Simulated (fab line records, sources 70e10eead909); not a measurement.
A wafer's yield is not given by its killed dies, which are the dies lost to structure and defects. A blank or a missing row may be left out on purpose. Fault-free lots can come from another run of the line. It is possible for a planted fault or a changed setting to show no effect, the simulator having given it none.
Comparing a struck lot with a sound one + flow nandHarc + 18 steps out of a route of 1302
Sound: these wafers, L587.1, L587.4, L587.5. Struck: wafer L595.6 (left out: L595.1, L595.5 of the same lot, which were not struck); the cause appears at the end.
Per side, at each step with rows, come the tool, then ch with its chambers, and then its first start. Under that, the readings that differ: sound wafers + struck wafers + difference of the means + sigmas: that difference in standard deviations of wafers without a fault.
alike: a reading whose means differ by less than 2 such deviations, as well as words and numbers matching on both sides. not compared: withheld readings; readings where some wafer has no value; bounds like >300 that might hide an equal value; numbers whose values overlap and for which the record gives no deviation.
Wherever a step has rows on one side only, a row that says differs or no value, or a row with sigmas, the two part there. Numbers that don't overlap but have no deviation are shown without sigmas and don't part them. A reading that every wafer of one side lacks parts them only if that side has two wafers or more.

first, 2 steps without rows for these wafers: NHARC_P_M1_ETCH_35 (etches the open film in N2/H2, target depth 40 nm, overetch 12 nm, time 43.94 s); NHARC_P_M1_ETCH_15 (etches the open film in C4F8/Ar, target depth 182.5 nm, time 91.2 s).
NHARC_P_M1_CD_MEAS_16:
  sound: cdSem-01 at day 7 20:18; struck: cdSem-03 at day 11 10:21
  alike: cdNm
NHARC_P_M1_STRIP_18: strips in N2/H2.
  sound on rieDiel-08 ch 0,1,3, day 7 20:25; struck on rieDiel-08 ch 2, day 11 10:27
| reading              | sound                | struck | difference | sigmas |
|----------------------|----------------------|--------|------------|--------|
| throttleValvePct (%) | 14.178 14.176 14.179 | 14.157 | -0.021     | -2     |
  alike: drypumpMotorCurrentA, oesProductAu, rfVppV, showerheadPlenumPTorr
  not compared: rfHoursCounterH
then, 4 steps without rows for these wafers: NHARC_P_M1_ETCH_28 (etches the open film in CF4/N2, target depth 30 nm, time 72.99 s); NHARC_P_M1_STRIP_19 (strips in post etch residue remover, time 600 s); NHARC_P_M1_DEGAS_29 (time 60 s); NHARC_P_M1_PRE_CLEAN_30 (time 30 s).
NHARC_P_M1_PVD_20: deposits TaN, target thk 5 nm, time 8.06 s.
  sound on pvdSputter-03; struck on pvdSputter-01
  alike: throttleValvePct
NHARC_P_M1_PVD_21: deposits Cu, target thk 30 nm, time 20.49 s.
  sound on pvdSputter-03; struck on pvdSputter-01
  alike: throttleValvePct
then, 1 step without rows for these wafers: NHARC_P_M1_ECD_22 (material Cu, target thk 400 nm).
NHARC_P_M1_ANNEAL_31: time 90 s.
  sound on rtpAnneal-01 ch 0, day 7 21:58; struck on rtpAnneal-01 ch 0, day 11 11:51
  alike: wafer_temp_C_max
NHARC_P_M1_CMP_23: polishes, t overpolish 20 s, target thk 157.82 nm.
  sound on cmp-03 ch 1,3, day 7 22:20; struck on cmp-02 ch 0, day 11 12:11
| reading             | sound          | struck | difference | sigmas |
|---------------------|----------------|--------|------------|--------|
| timeToEndpointS (s) | 30.4 32.8 28.0 | 36.0   | +5.6       | +2     |
  alike: edgeZonePressureFrac, motorCurrentA, retainingRingPressureFrac
NHARC_P_M1_THK_MEAS_24: measures by xrf.
  sound: filmMetro-02 at day 7 22:38; struck: filmMetro-01 at day 11 12:31
| reading    | sound             | struck | difference | sigmas |
|------------|-------------------|--------|------------|--------|
| thkNm (nm) | 158.9 159.2 158.3 | 162.3  | +3.5       | +2     |
then, 1 step without rows for these wafers: NHARC_P_M1_SRD_25.
NHARC_P_M1_INSPECT_27:
  sound: defectInspect-01 at day 7 22:47; struck: defectInspect-02 at day 11 12:41
| reading        | sound       | struck | difference | sigmas |
|----------------|-------------|--------|------------|--------|
| rawDefectCount | 380 527 217 | 2225   | +1850      | +19    |
NHARC_P_M1_PRE_CLEAN_32: time 12 s.
  sound on pecvd-04 ch 1,2, day 7 22:51; struck on pecvd-03 ch 1, day 11 12:46
  alike: heaterPowerOuterW, heaterPowerW
-- jump in the record: it breaks off in module P_M1 and resumes in module END (first step shown: number 1302 of the route), and 18 days separate the struck wafers' starts before and after --
NHARC_END_SORT_01:
  at this point the record logs the struck wafers (prober-02 ch 0, day 29 13:17) and has no rows for the sound ones

== WHERE THEY PART ==
At NHARC_P_M1_STRIP_18 first; at NHARC_END_SORT_01 last (within this record only).

WHY: whatever the simulator had introduced
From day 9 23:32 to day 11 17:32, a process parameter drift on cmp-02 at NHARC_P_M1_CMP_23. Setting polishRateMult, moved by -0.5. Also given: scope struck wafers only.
